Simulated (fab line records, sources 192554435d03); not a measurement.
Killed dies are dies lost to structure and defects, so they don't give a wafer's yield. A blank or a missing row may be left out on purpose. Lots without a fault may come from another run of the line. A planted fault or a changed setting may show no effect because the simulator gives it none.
Which tool did it? | flow n5_finfet | 24 lots, 72 wafers sampled, at 5 steps of a route of 1938

WHAT THE GAUGES READ, wafer by wafer
N5_BEOL_M6_OVL_MEAS_12.
lot  | measured     | on         | M6_OVL (nm)
L074 | day 8 06:44  | overlay-01 | 0.5 0.2 1.1
L076 | day 8 15:03  | overlay-02 | -0.2 -0.2 -1.0
L075 | day 8 18:07  | overlay-01 | -1.4 -0.1 -1.0
L077 | day 9 14:32  | overlay-02 | -1.8 -0.5 -0.7
L079 | day 9 19:23  | overlay-01 | -1.0 -0.3 -1.0
L078 | day 10 00:28 | overlay-01 | 0.4 0.4 -0.1
L081 | day 10 00:37 | overlay-01 | -0.7 -1.6 0.0
L080 | day 10 05:05 | overlay-02 | -0.7 0.2 -1.5
L082 | day 10 05:16 | overlay-02 | -1.0 -0.5 -1.2
L083 | day 10 16:17 | overlay-02 | -0.3 -0.6 -0.5
L084 | day 10 19:42 | overlay-01 | 1.1 -0.3 0.7
L085 | day 11 06:47 | overlay-01 | 0.2 -1.1 -0.7
L086 | day 11 15:10 | overlay-01 | 0.2 -0.3 1.0
L088 | day 11 19:04 | overlay-02 | 0.6 -0.4 0.4
L087 | day 11 23:56 | overlay-02 | -0.6 -1.1 -1.1
L089 | day 12 11:05 | overlay-01 | -0.3 -0.1 -1.1
L091 | day 12 17:25 | overlay-01 | -0.4 -0.1 -0.6
L090 | day 12 17:38 | overlay-02 | -0.4 -0.6 -0.8
L092 | day 12 18:20 | overlay-02 | 1.0 0.8 -0.3
L093 | day 13 02:23 | overlay-01 | 0.1 0.1 -0.6
L094 | day 13 09:25 | overlay-01 | -0.5 -0.9 -0.7
L095 | day 13 15:47 | overlay-01 | -1.5 0.5 0.0
L096 | day 14 10:46 | overlay-01 | -0.5 -0.1 0.2
L097 | day 14 12:04 | overlay-02 | 0.3 0.1 -0.2

WHICH TOOL RAN EACH LOT (tool, then ch and the chambers of the sampled wafers, then the start)
lot  | N5_BEOL_M5_ALD_86                   | N5_BEOL_M5_SURFACE_TREAT_87  | N5_BEOL_M5_SPUTTER_88        | N5_BEOL_M6_ILD_DEP_00
L074 | ald_metal-01 ch 0,2, day 7 22:14    | pvd_sputter-03, day 7 22:29  | pvd_sputter-02, day 8 01:59  | pecvd-01 ch 0,1, day 8 04:54
L076 | ald_metal-04 ch 0,2,3, day 8 06:20  | pvd_sputter-02, day 8 06:38  | pvd_sputter-01, day 8 10:10  | pecvd-02 ch 1,2, day 8 12:22
L075 | ald_metal-04 ch 0,2,3, day 8 08:35  | pvd_sputter-03, day 8 08:49  | pvd_sputter-02, day 8 13:04  | pecvd-04 ch 0,1,2, day 8 15:18
L077 | ald_metal-01 ch 0,1,2, day 9 06:36  | pvd_sputter-03, day 9 06:50  | pvd_sputter-03, day 9 10:20  | pecvd-01 ch 0,1,2, day 9 12:49
L079 | ald_metal-04 ch 2,3, day 9 11:39    | pvd_sputter-03, day 9 11:56  | pvd_sputter-03, day 9 15:31  | pecvd-04 ch 0,1, day 9 18:01
L078 | ald_metal-01 ch 0,1,3, day 9 13:52  | pvd_sputter-01, day 9 14:07  | pvd_sputter-01, day 9 17:40  | pecvd-01 ch 0,2, day 9 19:54
L081 | ald_metal-01 ch 0,1,2, day 9 14:51  | pvd_sputter-03, day 9 16:41  | pvd_sputter-03, day 9 20:13  | pecvd-01 ch 0,1,2, day 9 22:25
L080 | ald_metal-04 ch 1,3, day 9 18:46    | pvd_sputter-02, day 9 19:05  | pvd_sputter-02, day 9 22:37  | pecvd-04 ch 0,2, day 10 02:09
L082 | ald_metal-01 ch 0,2, day 9 18:56    | pvd_sputter-02, day 9 19:12  | pvd_sputter-01, day 9 22:49  | pecvd-04 ch 0,1, day 10 02:16
L083 | ald_metal-04 ch 0,2,3, day 10 07:57 | pvd_sputter-03, day 10 08:13 | pvd_sputter-01, day 10 11:45 | pecvd-04 ch 0,1,2, day 10 14:04
L084 | ald_metal-04 ch 0,1,3, day 10 11:38 | pvd_sputter-03, day 10 12:10 | pvd_sputter-03, day 10 15:40 | pecvd-02 ch 0,1,2, day 10 17:52
L085 | ald_metal-01 ch 0,1,3, day 10 20:17 | pvd_sputter-03, day 10 21:29 | pvd_sputter-02, day 11 01:16 | pecvd-02 ch 0,1,2, day 11 03:28
L086 | ald_metal-01 ch 0,2,3, day 11 07:09 | pvd_sputter-01, day 11 07:23 | pvd_sputter-02, day 11 10:52 | pecvd-04 ch 0,1,2, day 11 13:06
L088 | ald_metal-04 ch 1,3, day 11 11:13   | pvd_sputter-03, day 11 11:30 | pvd_sputter-03, day 11 15:04 | pecvd-02 ch 0,1, day 11 17:17
L087 | ald_metal-04 ch 0,2,3, day 11 14:46 | pvd_sputter-01, day 11 15:13 | pvd_sputter-01, day 11 18:44 | pecvd-04 ch 0,1, day 11 21:23
L089 | ald_metal-01 ch 2,3, day 12 03:34   | pvd_sputter-01, day 12 03:50 | pvd_sputter-01, day 12 07:21 | pecvd-01 ch 0,1, day 12 09:33
L091 | ald_metal-02 ch 0,1,2, day 12 08:37 | pvd_sputter-03, day 12 08:52 | pvd_sputter-01, day 12 12:23 | pecvd-01 ch 0,1,2, day 12 14:35
L090 | ald_metal-01 ch 0,1,3, day 12 08:41 | pvd_sputter-03, day 12 08:55 | pvd_sputter-02, day 12 12:28 | pecvd-02 ch 0,1, day 12 14:40
L092 | ald_metal-04 ch 0,2,3, day 12 10:31 | pvd_sputter-03, day 12 10:47 | pvd_sputter-03, day 12 14:24 | pecvd-01 ch 0,2, day 12 16:37
L093 | ald_metal-01 ch 1,2, day 12 17:40   | pvd_sputter-02, day 12 17:55 | pvd_sputter-03, day 12 21:26 | pecvd-04 ch 0,1, day 12 23:55
L094 | ald_metal-02 ch 2,3, day 13 01:57   | pvd_sputter-01, day 13 02:13 | pvd_sputter-03, day 13 05:42 | pecvd-02 ch 1,2, day 13 07:54
L095 | ald_metal-02 ch 0,1,2, day 13 08:09 | pvd_sputter-02, day 13 08:22 | pvd_sputter-02, day 13 11:51 | pecvd-01 ch 0,1,2, day 13 14:04
L096 | ald_metal-04 ch 1,2,3, day 14 03:08 | pvd_sputter-03, day 14 03:23 | pvd_sputter-01, day 14 07:01 | pecvd-04 ch 0,1, day 14 09:14
L097 | ald_metal-04 ch 0,1,3, day 14 04:51 | pvd_sputter-03, day 14 05:09 | pvd_sputter-03, day 14 08:39 | pecvd-04 ch 0,1,2, day 14 10:52
- N5_BEOL_M5_ALD_86: deposits TaN, pulse time 2 s, purge time 3 s, co reactant purge time 2 s.
- N5_BEOL_M5_SURFACE_TREAT_87
- N5_BEOL_M5_SPUTTER_88: material Cu, target thk 15 nm, time 27.62 s.
- N5_BEOL_M6_ILD_DEP_00: deposits SiCOH lowk from DEMS/porogen, target thk 179.75 nm, time 33.4 s.

WHAT THE TOOLS THEMSELVES READ (means of the sampled wafers that have a number; where no wafer has one, the mark that the record gives instead)
N5_BEOL_M5_ALD_86.
lot  | tool         | heater_power_w (W) | mfc_carrier_sccm (sccm)
L074 | ald_metal-01 | 389                | 1495
L076 | ald_metal-04 | 386                | 1502
L075 | ald_metal-04 | 391                | 1501
L077 | ald_metal-01 | 420                | 1499
L079 | ald_metal-04 | 378                | 1499
L078 | ald_metal-01 | 414                | 1502
L081 | ald_metal-01 | 418                | 1494
L080 | ald_metal-04 | 399                | 1502
L082 | ald_metal-01 | 389                | 1504
L083 | ald_metal-04 | 392                | 1500
L084 | ald_metal-04 | 406                | 1499
L085 | ald_metal-01 | 416                | 1503
L086 | ald_metal-01 | 386                | 1493
L088 | ald_metal-04 | 395                | 1501
L087 | ald_metal-04 | 389                | 1501
L089 | ald_metal-01 | 356                | 1502
L091 | ald_metal-02 | 403                | 1495
L090 | ald_metal-01 | 416                | 1497
L092 | ald_metal-04 | 383                | 1498
L093 | ald_metal-01 | 412                | 1500
L094 | ald_metal-02 | 376                | 1502
L095 | ald_metal-02 | 399                | 1501
L096 | ald_metal-04 | 388                | 1501
L097 | ald_metal-04 | 397                | 1503

N5_BEOL_M5_SPUTTER_88.
lot  | tool           | throttle_valve_pct (%)
L074 | pvd_sputter-02 | 29.9
L076 | pvd_sputter-01 | 30.4
L075 | pvd_sputter-02 | 30.2
L077 | pvd_sputter-03 | 30.9
L079 | pvd_sputter-03 | 29.4
L078 | pvd_sputter-01 | 30.6
L081 | pvd_sputter-03 | 30.7
L080 | pvd_sputter-02 | 30.3
L082 | pvd_sputter-01 | 30.8
L083 | pvd_sputter-01 | 30.7
L084 | pvd_sputter-03 | 29.9
L085 | pvd_sputter-02 | 29.7
L086 | pvd_sputter-02 | 30.2
L088 | pvd_sputter-03 | 29.8
L087 | pvd_sputter-01 | 31.1
L089 | pvd_sputter-01 | 31.1
L091 | pvd_sputter-01 | 31.0
L090 | pvd_sputter-02 | 30.2
L092 | pvd_sputter-03 | 29.7
L093 | pvd_sputter-03 | 29.0
L094 | pvd_sputter-03 | 29.8
L095 | pvd_sputter-02 | 29.9
L096 | pvd_sputter-01 | 31.2
L097 | pvd_sputter-03 | 31.3

N5_BEOL_M6_ILD_DEP_00.
lot  | tool     | heater_power_w (W) | showerhead_plenum_p_Torr (Torr) | showerhead_vpp_V (V) | throttle_valve_pct (%)
L074 | pecvd-01 | 331                | 5.750                           | 1355                 | 13.9
L076 | pecvd-02 | 312                | 5.735                           | 1351                 | 13.9
L075 | pecvd-04 | 308                | 5.746                           | 1325                 | 13.6
L077 | pecvd-01 | 300                | 5.749                           | 1375                 | 13.9
L079 | pecvd-04 | 320                | 5.727                           | 1268                 | 14.1
L078 | pecvd-01 | 310                | 5.742                           | 1391                 | 13.9
L081 | pecvd-01 | 312                | 5.757                           | 1372                 | 13.7
L080 | pecvd-04 | 312                | 5.736                           | 1318                 | 13.1
L082 | pecvd-04 | 289                | 5.724                           | 1294                 | 14.2
L083 | pecvd-04 | 320                | 5.740                           | 1327                 | 13.7
L084 | pecvd-02 | 304                | 5.746                           | 1397                 | 14.1
L085 | pecvd-02 | 324                | 5.740                           | 1388                 | 14.1
L086 | pecvd-04 | 316                | 5.743                           | 1337                 | 13.8
L088 | pecvd-02 | 366                | 5.742                           | 1416                 | 14.7
L087 | pecvd-04 | 344                | 5.730                           | 1297                 | 14.6
L089 | pecvd-01 | 369                | 5.746                           | 1350                 | 13.8
L091 | pecvd-01 | 289                | 5.748                           | 1371                 | 13.2
L090 | pecvd-02 | 315                | 5.746                           | 1381                 | 14.5
L092 | pecvd-01 | 288                | 5.738                           | 1359                 | 13.3
L093 | pecvd-04 | 335                | 5.727                           | 1305                 | 14.7
L094 | pecvd-02 | 320                | 5.742                           | 1348                 | 13.9
L095 | pecvd-01 | 330                | 5.731                           | 1381                 | 13.5
L096 | pecvd-04 | 344                | 5.736                           | 1296                 | 14.5
L097 | pecvd-04 | 306                | 5.742                           | 1345                 | 13.9

THE ANSWER, worked out from the rows above alone
Rule: what is usual is taken from the lots themselves. Put in order of their means at a reading, lots are off if they are a third of the lots or fewer, leave a main group of 4 or more, and stand apart from it by a gap of 3 or more times the standard deviation of the main group's means; of several such gaps the widest counts. A main group whose means are all the same, to the digits that the tables above print for the reading, isn't used. A lot without any number at a reading at which 4 lots or more have one is off too. The other lots that the step has rows for count as sound. The gauges are gone through in route order, then the tools' own readings, and for those a lot's mean is taken as printed above. The first step at which some lot is off is used, and at that step the reading that is off furthest; a lot without a number counts as furthest.
No lot is off at any reading shown: from this, nothing can be told.

WHAT THE SIMULATOR HAD PUT IN
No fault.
